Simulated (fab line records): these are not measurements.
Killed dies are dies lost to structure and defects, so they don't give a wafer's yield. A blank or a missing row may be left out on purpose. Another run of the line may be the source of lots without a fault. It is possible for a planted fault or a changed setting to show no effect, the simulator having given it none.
Problem report, 8D (eight disciplines) form, completed by code	flow n5-finfet	the parts of the form that need people (team, actions taken, sign-off) are left out

1. THE PROBLEM
At N5_PASSIVATION_PROBE_49, killed_at_M4_up averages 1080 over 6 wafers from 2 lots, while fault-free wafers read 14, standard deviation 5.6. So: +99 or more standard deviations from the usual mean.
First seen on wafer L795.1, day 17 06:58, on prober-01. At this step, 6 wafers from 2 lots have a number in the record. Rule for "out" (also "out of limits"): further than 4 standard deviations from the usual mean. All remaining wafers that have a number are taken as sound.

2. WHAT IT IS, WHAT IT ISN'T
question	is	is not
which readings at this step	killed_at_M4_up, defect-limited-yield, killed-dies, killed-on-rim, sort_bin_5_function, sort-n-pass, sort-yield-pct	killed_at_M0_to_M3, killed-at-contacts, killed-at-front-end, killed-at-other, killed-open, sort_bin_6_memory
which lots	L795, L796	-
which wafers of those lots	all that have a number	-
read on which tools	prober-01	-
when	from day 17 06:58	up to then (0 sound wafers)

3. THE SUSPECTS, EACH WITH WHAT RULES IT OUT
Counting: a tool at any process step up to the reading remains a suspect when it ran all the lots that are out and ran no sound lot after the first of those.
- pecvd-03 at N5_BEOL_M7_DEP_56 (deposits SiCN from 3MS/NH3, target thk 10 nm, time 17.5 s): kept. It ran every lot that is out, first L795 (day 13 17:56), and no sound lot after that.
- rie-diel-06 at N5_BEOL_M8_ETCH_61 (etches SiARC in CF4, target depth 45.5 nm, time 75.8 s): kept. It ran every lot that is out, first L795 (day 13 20:10), and no sound lot after that.
- rie-diel-06 at N5_BEOL_M8_STRIP_67 (strips in CF4): kept. It ran every lot that is out, first L795 (day 13 20:22), and no sound lot after that.
- rie-metal-01 at N5_BEOL_M8_HM_OPEN_17 (chemistry Cl2/BCl3, target TiN, target depth 20 nm, overetch 6 nm): kept. It ran every lot that is out, first L795 (day 13 20:25), and no sound lot after that.
- rie-diel-06 at N5_BEOL_M8_ETCH_66 (etches SOC in N2/H2, target depth 80 nm, overetch 16 nm, time 120 s): kept. It ran every lot that is out, first L795 (day 14 00:26), and no sound lot after that.
- prober-01 at N5_PASSIVATION_PROBE_49: kept. It ran every lot that is out, first L795 (day 17 06:58), and no sound lot after that. Out on those wafers are its own readings of defect-limited-yield, killed_at_M4_up, killed-dies, killed-on-rim, sort_bin_5_function, sort-n-pass, sort-yield-pct.
Left after counting: pecvd-03 at N5_BEOL_M7_DEP_56, rie-diel-06 at N5_BEOL_M8_ETCH_61, rie-diel-06 at N5_BEOL_M8_STRIP_67, rie-metal-01 at N5_BEOL_M8_HM_OPEN_17, rie-diel-06 at N5_BEOL_M8_ETCH_66, prober-01 at N5_PASSIVATION_PROBE_49.

4. THE CAUSE (what the simulator had put in)
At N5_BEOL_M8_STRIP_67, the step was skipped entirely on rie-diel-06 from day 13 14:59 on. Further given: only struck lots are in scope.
Of the 6 suspects that counting leaves, this tool is one.

5. THE EFFECT CHAIN, in route order
Each row: a reading where the mean over the struck wafers with a number is more than 3 standard deviations away from the usual. Only readings whose record carries a usual standard deviation are examined. hours: median over the lots of the time between each lot's start at the first step of this table that gives one and its start at this step. sigmas: the change, counted in usual standard deviations.
hours	step	reading	usual	on struck wafers	change	sigmas
0	N5_PASSIVATION_PROBE_49	defect-limited-yield	91.2 %	0.0	-91.2	-65
0	N5_PASSIVATION_PROBE_49	killed_at_M4_up	14	1080	+1066	+99 or more
0	N5_PASSIVATION_PROBE_49	killed-dies	103	1180	+1077	+63
0	N5_PASSIVATION_PROBE_49	killed-on-rim	13	152	+139	+40
0	N5_PASSIVATION_PROBE_49	sort_bin_5_function	5.1 %	95.5	+90.4	+99 or more
0	N5_PASSIVATION_PROBE_49	sort-n-pass	1077	0	-1077	-63
0	N5_PASSIVATION_PROBE_49	sort-yield-pct	91.2 %	0.0	-91.2	-65
Process steps it contains:
- N5_PASSIVATION_PROBE_49
Readings that are blank on the struck wafers while sound wafers have them: bias-power-w at N5_BEOL_M8_STRIP_67; cf4-flow-sccm at N5_BEOL_M8_STRIP_67; drypump-motor-current-A at N5_BEOL_M8_STRIP_67; oes-product-au at N5_BEOL_M8_STRIP_67; rf-vpp-V at N5_BEOL_M8_STRIP_67; showerhead-plenum-p-Torr at N5_BEOL_M8_STRIP_67; throttle-valve-pct at N5_BEOL_M8_STRIP_67; trench-depth-nm at N5_BEOL_M8_OCD_MEAS_38.

6. WHAT WOULD HAVE CAUGHT IT SOONER
88 hours passed between the start of the fault at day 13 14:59 and the first reading out of limits in this record, taken at day 17 06:58.
Between N5_BEOL_M8_STRIP_67 and N5_PASSIVATION_PROBE_49, N5_BEOL_M8_OCD_MEAS_38 gave no trench-depth-nm on the struck wafers, where sound wafers have one: a measuring or inspecting step that comes back empty is itself a sign.
At N5_BEOL_M8_STRIP_67 the tool's readings are blank on the struck wafers, where sound wafers have them: an empty tool record is the first sign, and it was there at once.
Each of the lots that are out, 2 in all, had begun N5_BEOL_M8_STRIP_67 on rie-diel-06 no later than day 17 06:58. A hold on the tool at that time would have spared none of them.
